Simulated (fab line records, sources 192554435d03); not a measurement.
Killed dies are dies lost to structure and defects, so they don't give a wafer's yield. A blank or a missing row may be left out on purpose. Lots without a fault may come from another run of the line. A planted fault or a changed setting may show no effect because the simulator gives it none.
Chamber matching | flow n5_finfet | N5_BEOL_M6_ETCH_66 on rie_diel-02: 4 sister chambers
The step etches SOC in N2/H2, target depth 80 nm, overetch 16 nm, time 120 s. 4 wafers are shown with their chamber, then 8 later ones without.

WAFERS WITH THEIR CHAMBER
wafer  | chamber | drypump_motor_current_A (A)
L082.5 | 3       | 6.0
L088.1 | 1       | 5.5
L088.4 | 0       | 5.0
L092.1 | 2       | 6.3

WAFERS WITHOUT THEIR CHAMBER
wafer  | drypump_motor_current_A (A)
L092.2 | 5.0
L092.3 | 5.5
L096.2 | 5.1
L096.4 | 6.3
L096.6 | 6.2
L097.3 | 5.1
L097.5 | 5.5
L097.6 | 5.0

WHICH CHAMBER EACH WENT THROUGH
wafer  | from the rows above     | in truth
L092.2 | 0                       | 0
L092.3 | 1                       | 1
L096.2 | 0                       | 0
L096.4 | 2                       | 2
L096.6 | can't be placed: 2 or 3 | 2
L097.3 | 0                       | 0
L097.5 | 1                       | 1
L097.6 | 0                       | 0
Placed correctly: 7 of 8. Can't be placed from these rows: 1 (the true chamber is among the candidates in 1). Placed wrongly: 0.
How it was worked out, from the rows above alone: a wafer's distance from a chamber is the root of the sum, over the readings, of the square of ((its reading less the chamber's mean) divided by the reading's scatter). The wafer belongs to the nearest chamber; if the next one is less than 2 further off, it can't be placed. A chamber's mean is the mean of its shown wafers. The scatter: with one shown wafer a chamber, the root of the mean of the squares of how far each hidden wafer lies from its nearest shown one.
